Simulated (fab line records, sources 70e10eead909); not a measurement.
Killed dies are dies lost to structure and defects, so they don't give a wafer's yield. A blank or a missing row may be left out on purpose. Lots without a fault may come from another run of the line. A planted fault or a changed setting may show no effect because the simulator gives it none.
Which tool did it? | flow nand_harc | 12 lots, 36 wafers sampled, at 6 steps of a route of 1302

WHAT THE GAUGES READ, wafer by wafer
NHARC_A_ONON_D1_THK_MEAS_11: measures by ellipsometry. Usual: thk_nm 1000 nm, standard deviation 10.
lot  | measured     | on            | thk_nm (nm)    | flag
L186 | day 7 19:07  | film_metro-02 | 1005 1005 1004 |
L190 | day 9 14:20  | film_metro-01 | 991 992 991    |
L192 | day 10 14:02 | film_metro-01 | 1044 1010 1009 |
L194 | day 11 13:10 | film_metro-02 | 1040 1007 1008 |
L201 | day 14 01:01 | film_metro-01 | 1002 1001 1004 |
L202 | day 14 04:56 | film_metro-01 | 1002 1002 1005 |
L203 | day 14 16:51 | film_metro-01 | 984 984 985    |
L204 | day 15 09:02 | film_metro-01 | 984 984 984    |
L205 | day 15 23:04 | film_metro-02 | 995 997 995    |
L206 | day 15 23:04 | film_metro-01 | 1002 1001 1000 |
L209 | day 17 07:29 | film_metro-02 | 982 984 983    |
L208 | day 17 07:30 | film_metro-01 | 1019 1019 1018 |

NHARC_A_ONON_D1_THK_MEAS_30: measures by ellipsometry. Usual: thk_nm 1000 nm, standard deviation 9.7.
lot  | measured     | on            | thk_nm (nm)    | flag
L186 | day 8 05:44  | film_metro-01 | 998 999 1000   |
L190 | day 10 00:58 | film_metro-01 | 1004 1006 1006 |
L192 | day 11 00:29 | film_metro-02 | 979 978 977    |
L194 | day 11 23:36 | film_metro-02 | 1006 1006 1003 |
L201 | day 14 14:09 | film_metro-02 | 1003 1002 1001 |
L202 | day 14 14:11 | film_metro-01 | 989 991 992    |
L203 | day 15 03:27 | film_metro-01 | 1001 1000 1003 |
L204 | day 15 19:39 | film_metro-01 | 992 993 992    |
L205 | day 16 11:32 | film_metro-01 | 994 993 994    |
L206 | day 16 11:33 | film_metro-02 | 1002 1002 1002 |
L209 | day 17 18:20 | film_metro-01 | 993 993 995    |
L208 | day 17 18:20 | film_metro-01 | 993 992 994    |

NHARC_A_ONON_D1_THK_MEAS_34: measures by ellipsometry. Usual: thk_nm 200.3 nm, standard deviation 2.8.
lot  | measured     | on            | thk_nm (nm)       | flag
L186 | day 8 06:22  | film_metro-01 | 202.5 201.2 201.8 |
L190 | day 10 01:26 | film_metro-01 | 194.9 195.9 199.3 |
L192 | day 11 00:58 | film_metro-02 | 195.2 197.0 198.0 |
L194 | day 12 00:05 | film_metro-02 | 201.7 200.6 204.2 |
L201 | day 14 14:38 | film_metro-02 | 199.1 202.6 204.7 |
L202 | day 14 14:40 | film_metro-01 | 197.0 197.8 202.9 |
L203 | day 15 03:59 | film_metro-01 | 201.1 203.7 201.2 |
L204 | day 15 20:07 | film_metro-01 | 201.4 201.7 207.6 |
L205 | day 16 12:12 | film_metro-01 | 198.4 195.8 202.2 |
L206 | day 16 12:12 | film_metro-02 | 198.7 198.0 198.4 |
L209 | day 17 18:49 | film_metro-02 | 195.8 196.3 203.4 |
L208 | day 17 18:49 | film_metro-01 | 199.1 201.2 202.8 |

NHARC_END_SORT_01. Usual: killed_at_array 55, standard deviation 17; killed_at_other 1.1, standard deviation 1.4; killed_at_periphery 3.9, standard deviation 3; killed_dies 59, standard deviation 17; killed_open 3.5, standard deviation 2; killed_short 2.6, standard deviation 1.6.
lot  | measured     | on        | killed_at_array | killed_at_other | killed_at_periphery | killed_dies | killed_open | killed_short | flag
L192 | day 27 11:08 | prober-02 | 82 50 40        | 1 0 3           | 2 2 1               | 85 52 44    | 4 6 4       | 1 2 2        |
L194 | day 27 23:43 | prober-01 | 60 40 43        | 2 3 1           | 2 3 4               | 64 46 48    | 5 6 2       | 3 4 3        |

WHICH TOOL RAN EACH LOT (tool, then ch and the chambers of the sampled wafers, then the start)
lot  | NHARC_A_ZERO_WELL_DESCUM_12        | NHARC_A_ONON_D1_DEP_09
L186 | rie_diel-04 ch 0,2,3, day 6 16:22  | pecvd_onon-04 ch 0, day 7 18:41
L190 | rie_diel-03 ch 1,2, day 8 14:48    | pecvd_onon-04 ch 0, day 9 13:50
L192 | rie_diel-08 ch 0,1,2, day 9 10:37  | pecvd_onon-01 ch 0, day 10 13:31
L194 | rie_diel-03 ch 0,3, day 10 12:20   | pecvd_onon-01 ch 0, day 11 12:39
L201 | rie_diel-04 ch 0,2, day 13 00:57   | pecvd_onon-02 ch 0, day 14 00:30
L202 | rie_diel-04 ch 0,3, day 13 04:36   | pecvd_onon-02 ch 0, day 14 04:25
L203 | rie_diel-03 ch 0,1,2, day 13 16:50 | pecvd_onon-04 ch 0, day 14 16:24
L204 | rie_diel-03 ch 1,3, day 14 05:53   | pecvd_onon-01 ch 0, day 15 08:32
L205 | rie_diel-03 ch 0,1,2, day 14 23:35 | pecvd_onon-02 ch 0, day 15 22:33
L206 | rie_diel-03 ch 0,1,3, day 15 00:50 | pecvd_onon-04 ch 0, day 15 22:34
L209 | rie_diel-03 ch 0,1,2, day 16 07:23 | pecvd_onon-01 ch 0, day 17 06:59
L208 | rie_diel-03 ch 0,1,3, day 16 08:09 | pecvd_onon-04 ch 0, day 17 07:02
- NHARC_A_ZERO_WELL_DESCUM_12: chemistry O2, time 3 s.
- NHARC_A_ONON_D1_DEP_09: target thk 1000 nm.

WHAT THE TOOLS THEMSELVES READ (means of the sampled wafers that have a number; where no wafer has one, the mark that the record gives instead)
NHARC_A_ZERO_WELL_DESCUM_12. Usual: drypump_motor_current_A 5.7 A, standard deviation 0.41; mfc_ar_sccm 0.008 sccm, standard deviation 0.012; oes_product_au 1.000 a.u., standard deviation 0.0076; rf_vpp_V 57.8 V, standard deviation 0.93; showerhead_plenum_p_Torr 1.91 Torr, standard deviation 0.1; throttle_valve_pct 11.310 %, standard deviation 0.0098.
lot  | tool        | drypump_motor_current_A (A) | mfc_ar_sccm (sccm) | oes_product_au (a.u.) | rf_vpp_V (V) | showerhead_plenum_p_Torr (Torr) | throttle_valve_pct (%) | flag
L186 | rie_diel-04 | 5.6                         | 0.002              | 0.992                 | 58.1         | 1.90                            | 11.313                 |
L190 | rie_diel-03 | 6.1                         | 0.012              | 0.994                 | 57.5         | 1.90                            | 11.317                 |
L192 | rie_diel-08 | 5.6                         | 0.007              | 0.993                 | 57.9         | 1.94                            | 11.311                 |
L194 | rie_diel-03 | 5.6                         | 0.003              | 1.001                 | 57.4         | 1.91                            | 11.316                 |
L201 | rie_diel-04 | 5.1                         | 0.002              | 0.999                 | 58.2         | 1.98                            | 11.308                 |
L202 | rie_diel-04 | 5.4                         | 0.000              | 0.994                 | 58.0         | 1.95                            | 11.320                 |
L203 | rie_diel-03 | 6.0                         | 0.015              | 1.004                 | 58.4         | 1.88                            | 11.299                 |
L204 | rie_diel-03 | 5.7                         | 0.000              | 1.003                 | 58.1         | 1.93                            | 11.309                 |
L205 | rie_diel-03 | 6.0                         | 0.015              | 1.002                 | 58.4         | 1.88                            | 11.300                 |
L206 | rie_diel-03 | 5.8                         | 0.003              | 1.004                 | 57.8         | 1.87                            | 11.313                 |
L209 | rie_diel-03 | 6.0                         | 0.015              | 1.005                 | 57.6         | 1.88                            | 11.315                 |
L208 | rie_diel-03 | 5.8                         | 0.003              | 1.006                 | 58.4         | 1.87                            | 11.307                 |

NHARC_A_ONON_D1_DEP_09. Usual: n2_flow_sccm 2751 sccm, standard deviation 9.
lot  | tool          | n2_flow_sccm (sccm) | flag
L186 | pecvd_onon-04 | 2765                |
L190 | pecvd_onon-04 | 2748                |
L192 | pecvd_onon-01 | 2753                |
L194 | pecvd_onon-01 | 2763                |
L201 | pecvd_onon-02 | 2731                |
L202 | pecvd_onon-02 | 2756                |
L203 | pecvd_onon-04 | 2762                |
L204 | pecvd_onon-01 | 2753                |
L205 | pecvd_onon-02 | 2756                |
L206 | pecvd_onon-04 | 2755                |
L209 | pecvd_onon-01 | 2744                |
L208 | pecvd_onon-04 | 2745                |

THE ANSWER, worked out from the rows above alone
Rule: a lot is off if the mean of its wafers that have a number lies more than 3 standard deviations from the usual mean. A lot without any number at a reading at which 4 lots or more have one is off too. The other lots that the step has rows for count as sound. The gauges are gone through in route order, then the tools' own readings, and for those a lot's mean is taken as printed above. The first step at which some lot is off is used, and at that step the reading that is off furthest; a lot without a number counts as furthest.
No lot is off at any reading shown: from this, nothing can be told.

WHAT THE SIMULATOR HAD PUT IN
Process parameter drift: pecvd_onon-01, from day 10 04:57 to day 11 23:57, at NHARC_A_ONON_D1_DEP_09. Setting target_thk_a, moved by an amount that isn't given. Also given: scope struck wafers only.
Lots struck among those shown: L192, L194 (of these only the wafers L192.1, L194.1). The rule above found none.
